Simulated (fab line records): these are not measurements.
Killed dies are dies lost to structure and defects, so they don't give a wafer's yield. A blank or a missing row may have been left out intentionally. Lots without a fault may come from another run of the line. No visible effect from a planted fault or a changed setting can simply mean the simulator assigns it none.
Which tool was responsible? / flow n5 finfet / Sampling: 10 lots, 30 wafers, 6 of 1938 route steps

WHAT EACH GAUGE READ, for each wafer
N5_BEOL_M15_THK_MEAS_01.
lot=L243; measured=day 11 13:54; on=film metro-01; M15_ILD_THK (nm)=1627 1659 1697
lot=L245; measured=day 11 23:07; on=film metro-02; M15_ILD_THK (nm)=1596 1616 1603
lot=L251; measured=day 14 01:20; on=film metro-02; M15_ILD_THK (nm)=1617 2753 2745
lot=L253; measured=day 14 12:22; on=film metro-02; M15_ILD_THK (nm)=1641 2763 2792
lot=L255; measured=day 14 23:16; on=film metro-01; M15_ILD_THK (nm)=1609 1631 1642
lot=L259; measured=day 16 01:59; on=film metro-02; M15_ILD_THK (nm)=1589 1603 1618
lot=L261; measured=day 16 14:59; on=film metro-02; M15_ILD_THK (nm)=1583 1608 1630
lot=L262; measured=day 16 16:26; on=film metro-02; M15_ILD_THK (nm)=1586 1598 1610
lot=L263; measured=day 17 00:10; on=film metro-01; M15_ILD_THK (nm)=1570 1608 1607
lot=L265; measured=day 18 01:04; on=film metro-02; M15_ILD_THK (nm)=1648 1650 1644

N5_BEOL_M15_CD_MEAS_17: the cd target is 360 nm.
lot=L243; measured=day 11 14:58; on=cd sem-03; cd nm (nm)=357.3 357.4 358.6
lot=L245; measured=day 12 00:08; on=cd sem-02; cd nm (nm)=357.7 358.8 358.2
lot=L251; measured=day 14 02:14; on=cd sem-03; cd nm (nm)=363.9 372.1 371.3
lot=L253; measured=day 14 13:16; on=cd sem-01; cd nm (nm)=362.2 372.0 373.9
lot=L255; measured=day 15 00:09; on=cd sem-02; cd nm (nm)=359.9 361.7 359.4
lot=L259; measured=day 16 03:01; on=cd sem-03; cd nm (nm)=357.9 360.4 360.3
lot=L261; measured=day 16 16:04; on=cd sem-02; cd nm (nm)=360.4 361.5 362.0
lot=L262; measured=day 16 17:20; on=cd sem-02; cd nm (nm)=361.5 361.0 362.2
lot=L263; measured=day 17 01:31; on=cd sem-02; cd nm (nm)=358.7 358.8 358.4
lot=L265; measured=day 18 02:10; on=cd sem-02; cd nm (nm)=365.0 361.3 359.7

WHAT TOOL EACH LOT RAN ON (gives the tool, then ch and the chambers of the sampled wafers, and finally the start)
lot=L243; N5_BEOL_M14_DESCUM_33=rie diel-06 ch 0,3, day 11 10:25; N5_BEOL_M14_SPUTTER_43=pvd sputter-03, day 11 12:11; N5_BEOL_M14_SPUTTER_45=pvd sputter-03, day 11 12:20; N5_BEOL_M15_ILD_DEP_00=pecvd-03 ch 0,1,2, day 11 13:46
lot=L245; N5_BEOL_M14_DESCUM_33=rie diel-02 ch 0,1,3, day 11 18:17; N5_BEOL_M14_SPUTTER_43=pvd sputter-02, day 11 21:20; N5_BEOL_M14_SPUTTER_45=pvd sputter-02, day 11 21:30; N5_BEOL_M15_ILD_DEP_00=pecvd-03 ch 1,2, day 11 22:52
lot=L251; N5_BEOL_M14_DESCUM_33=rie diel-05 ch 1,2,3, day 13 21:33; N5_BEOL_M14_SPUTTER_43=pvd sputter-01, day 13 23:22; N5_BEOL_M14_SPUTTER_45=pvd sputter-01, day 13 23:32; N5_BEOL_M15_ILD_DEP_00=pecvd-03 ch 0,1,2, day 14 01:05
lot=L253; N5_BEOL_M14_DESCUM_33=rie diel-06 ch 0,1,2, day 14 08:16; N5_BEOL_M14_SPUTTER_43=pvd sputter-02, day 14 10:52; N5_BEOL_M14_SPUTTER_45=pvd sputter-02, day 14 11:01; N5_BEOL_M15_ILD_DEP_00=pecvd-03 ch 0,2, day 14 12:07
lot=L255; N5_BEOL_M14_DESCUM_33=rie diel-02 ch 0,1,3, day 14 20:44; N5_BEOL_M14_SPUTTER_43=pvd sputter-02, day 14 21:44; N5_BEOL_M14_SPUTTER_45=pvd sputter-02, day 14 21:53; N5_BEOL_M15_ILD_DEP_00=pecvd-01 ch 0,1, day 14 22:59
lot=L259; N5_BEOL_M14_DESCUM_33=rie diel-06 ch 0,1,3, day 15 15:50; N5_BEOL_M14_SPUTTER_43=pvd sputter-02, day 16 00:21; N5_BEOL_M14_SPUTTER_45=pvd sputter-02, day 16 00:31; N5_BEOL_M15_ILD_DEP_00=pecvd-01 ch 0,1, day 16 01:38
lot=L261; N5_BEOL_M14_DESCUM_33=rie diel-05 ch 0,1, day 16 09:35; N5_BEOL_M14_SPUTTER_43=pvd sputter-03, day 16 13:29; N5_BEOL_M14_SPUTTER_45=pvd sputter-03, day 16 13:38; N5_BEOL_M15_ILD_DEP_00=pecvd-01 ch 0,1, day 16 14:44
lot=L262; N5_BEOL_M14_DESCUM_33=rie diel-02 ch 0,1,2, day 16 10:46; N5_BEOL_M14_SPUTTER_43=pvd sputter-01, day 16 14:56; N5_BEOL_M14_SPUTTER_45=pvd sputter-01, day 16 15:06; N5_BEOL_M15_ILD_DEP_00=pecvd-04 ch 0,1, day 16 16:11
lot=L263; N5_BEOL_M14_DESCUM_33=rie diel-05 ch 0,2,3, day 16 19:16; N5_BEOL_M14_SPUTTER_43=pvd sputter-03, day 16 22:33; N5_BEOL_M14_SPUTTER_45=pvd sputter-03, day 16 22:43; N5_BEOL_M15_ILD_DEP_00=pecvd-04 ch 0,2, day 16 23:48
lot=L265; N5_BEOL_M14_DESCUM_33=rie diel-06 ch 0,1,2, day 17 20:13; N5_BEOL_M14_SPUTTER_43=pvd sputter-02, day 17 23:25; N5_BEOL_M14_SPUTTER_45=pvd sputter-02, day 17 23:34; N5_BEOL_M15_ILD_DEP_00=pecvd-03 ch 0,1, day 18 00:48
- N5_BEOL_M14_DESCUM_33: chemistry O2, time 7.9 s.
- N5_BEOL_M14_SPUTTER_43: material TaN, target thk 15 nm, time 24.19 s.
- N5_BEOL_M14_SPUTTER_45: material Cu, target thk 100 nm, time 16.67 s.
- N5_BEOL_M15_ILD_DEP_00: deposits SiO2 from TEOS/O2, target thk 1629.3 nm, time 346.1 s.

WHAT THE TOOLS THEMSELVES READ (means of the sampled wafers that have a number; where no wafer has one, the mark that the record gives instead)
N5_BEOL_M14_DESCUM_33.
lot=L243; tool=rie diel-06; drypump motor current A (A)=5.4; oes product au (a.u.)=0.69; rf fwd power W (W)=49.29; rf vpp V (V)=243.0; showerhead plenum p Torr (Torr)=2.03; throttle valve pct (%)=20.83
lot=L245; tool=rie diel-02; drypump motor current A (A)=5.5; oes product au (a.u.)=0.78; rf fwd power W (W)=49.30; rf vpp V (V)=242.0; showerhead plenum p Torr (Torr)=2.05; throttle valve pct (%)=20.34
lot=L251; tool=rie diel-05; drypump motor current A (A)=6.0; oes product au (a.u.)=0.77; rf fwd power W (W)=49.48; rf vpp V (V)=242.5; showerhead plenum p Torr (Torr)=2.05; throttle valve pct (%)=20.37
lot=L253; tool=rie diel-06; drypump motor current A (A)=5.7; oes product au (a.u.)=0.89; rf fwd power W (W)=49.08; rf vpp V (V)=243.7; showerhead plenum p Torr (Torr)=2.16; throttle valve pct (%)=20.38
lot=L255; tool=rie diel-02; drypump motor current A (A)=5.5; oes product au (a.u.)=0.84; rf fwd power W (W)=49.46; rf vpp V (V)=241.4; showerhead plenum p Torr (Torr)=2.04; throttle valve pct (%)=20.25
lot=L259; tool=rie diel-06; drypump motor current A (A)=5.8; oes product au (a.u.)=0.81; rf fwd power W (W)=49.29; rf vpp V (V)=244.3; showerhead plenum p Torr (Torr)=2.20; throttle valve pct (%)=20.45
lot=L261; tool=rie diel-05; drypump motor current A (A)=6.2; oes product au (a.u.)=0.79; rf fwd power W (W)=49.54; rf vpp V (V)=241.8; showerhead plenum p Torr (Torr)=2.01; throttle valve pct (%)=20.36
lot=L262; tool=rie diel-02; drypump motor current A (A)=5.6; oes product au (a.u.)=0.76; rf fwd power W (W)=49.48; rf vpp V (V)=242.3; showerhead plenum p Torr (Torr)=2.02; throttle valve pct (%)=20.35
lot=L263; tool=rie diel-05; drypump motor current A (A)=5.8; oes product au (a.u.)=0.81; rf fwd power W (W)=49.41; rf vpp V (V)=241.8; showerhead plenum p Torr (Torr)=2.02; throttle valve pct (%)=20.24
lot=L265; tool=rie diel-06; drypump motor current A (A)=5.7; oes product au (a.u.)=0.85; rf fwd power W (W)=49.14; rf vpp V (V)=244.2; showerhead plenum p Torr (Torr)=2.15; throttle valve pct (%)=20.43

N5_BEOL_M14_SPUTTER_43.
lot=L243; tool=pvd sputter-03; throttle valve pct (%)=30.5
lot=L245; tool=pvd sputter-02; throttle valve pct (%)=30.0
lot=L251; tool=pvd sputter-01; throttle valve pct (%)=30.3
lot=L253; tool=pvd sputter-02; throttle valve pct (%)=29.5
lot=L255; tool=pvd sputter-02; throttle valve pct (%)=28.4
lot=L259; tool=pvd sputter-02; throttle valve pct (%)=29.9
lot=L261; tool=pvd sputter-03; throttle valve pct (%)=30.2
lot=L262; tool=pvd sputter-01; throttle valve pct (%)=30.4
lot=L263; tool=pvd sputter-03; throttle valve pct (%)=30.5
lot=L265; tool=pvd sputter-02; throttle valve pct (%)=31.1

N5_BEOL_M14_SPUTTER_45.
lot=L243; tool=pvd sputter-03; throttle valve pct (%)=30.6
lot=L245; tool=pvd sputter-02; throttle valve pct (%)=30.1
lot=L251; tool=pvd sputter-01; throttle valve pct (%)=30.5
lot=L253; tool=pvd sputter-02; throttle valve pct (%)=29.4
lot=L255; tool=pvd sputter-02; throttle valve pct (%)=28.3
lot=L259; tool=pvd sputter-02; throttle valve pct (%)=30.0
lot=L261; tool=pvd sputter-03; throttle valve pct (%)=30.1
lot=L262; tool=pvd sputter-01; throttle valve pct (%)=30.4
lot=L263; tool=pvd sputter-03; throttle valve pct (%)=30.4
lot=L265; tool=pvd sputter-02; throttle valve pct (%)=31.0

N5_BEOL_M15_ILD_DEP_00.
lot=L243; tool=pecvd-03; heater power w (W)=580; rf fwd power W (W)=898.0; run length s (s)=389.1; showerhead plenum p Torr (Torr)=8.40; throttle valve pct (%)=18.1
lot=L245; tool=pecvd-03; heater power w (W)=534; rf fwd power W (W)=896.3; run length s (s)=389.4; showerhead plenum p Torr (Torr)=8.41; throttle valve pct (%)=18.0
lot=L251; tool=pecvd-03; heater power w (W)=582; rf fwd power W (W)=898.3; run length s (s)=547.9; showerhead plenum p Torr (Torr)=8.41; throttle valve pct (%)=18.2
lot=L253; tool=pecvd-03; heater power w (W)=639; rf fwd power W (W)=898.9; run length s (s)=547.9; showerhead plenum p Torr (Torr)=8.42; throttle valve pct (%)=18.1
lot=L255; tool=pecvd-01; heater power w (W)=520; rf fwd power W (W)=899.6; run length s (s)=388.6; showerhead plenum p Torr (Torr)=8.36; throttle valve pct (%)=19.5
lot=L259; tool=pecvd-01; heater power w (W)=524; rf fwd power W (W)=897.8; run length s (s)=388.7; showerhead plenum p Torr (Torr)=8.35; throttle valve pct (%)=19.5
lot=L261; tool=pecvd-01; heater power w (W)=605; rf fwd power W (W)=896.6; run length s (s)=388.5; showerhead plenum p Torr (Torr)=8.37; throttle valve pct (%)=20.2
lot=L262; tool=pecvd-04; heater power w (W)=608; rf fwd power W (W)=895.9; run length s (s)=388.6; showerhead plenum p Torr (Torr)=8.39; throttle valve pct (%)=19.2
lot=L263; tool=pecvd-04; heater power w (W)=511; rf fwd power W (W)=899.5; run length s (s)=388.5; showerhead plenum p Torr (Torr)=8.35; throttle valve pct (%)=18.2
lot=L265; tool=pecvd-03; heater power w (W)=584; rf fwd power W (W)=897.5; run length s (s)=389.1; showerhead plenum p Torr (Torr)=8.40; throttle valve pct (%)=17.9

THE ANSWER, worked out from the rows above alone
Rule: what is usual is taken from the lots themselves. The widest of any qualifying gaps counts: lots, ordered by their means at a reading, are off when they make up no more than a third of the lots, leave a main group of 4 or more, and stand apart from it by 3 or more times the standard deviation of that group's means. The tables above print the reading to a certain number of digits; a main group whose means all agree to those digits is not used. Also off: a lot with no number at a reading for which 4 or more lots have one. All remaining lots with rows at the step are treated as sound. Order of review: gauges by route order, followed by the tools' own readings, for which a lot's mean as printed above is used. The first step at which some lot is off is used, and at that step the reading that is off furthest; a lot without a number counts as furthest.
Off: at N5_BEOL_M15_THK_MEAS_01 (M15_ILD_THK), L251, L253. For the main group the mean is 1618 nm and the standard deviation 23.
If a tool, at a process step before that reading, ran all the lots that are off and no sound lot after the first of them, it fits. The gauges at N5_BEOL_M15_THK_MEAS_01 aren't tried: what is off there is off at N5_BEOL_M15_CD_MEAS_17 too, on other tools, and a gauge's error can't cause that. Not one of the candidates tried fits.

WHAT THE SIMULATOR HAD INSERTED
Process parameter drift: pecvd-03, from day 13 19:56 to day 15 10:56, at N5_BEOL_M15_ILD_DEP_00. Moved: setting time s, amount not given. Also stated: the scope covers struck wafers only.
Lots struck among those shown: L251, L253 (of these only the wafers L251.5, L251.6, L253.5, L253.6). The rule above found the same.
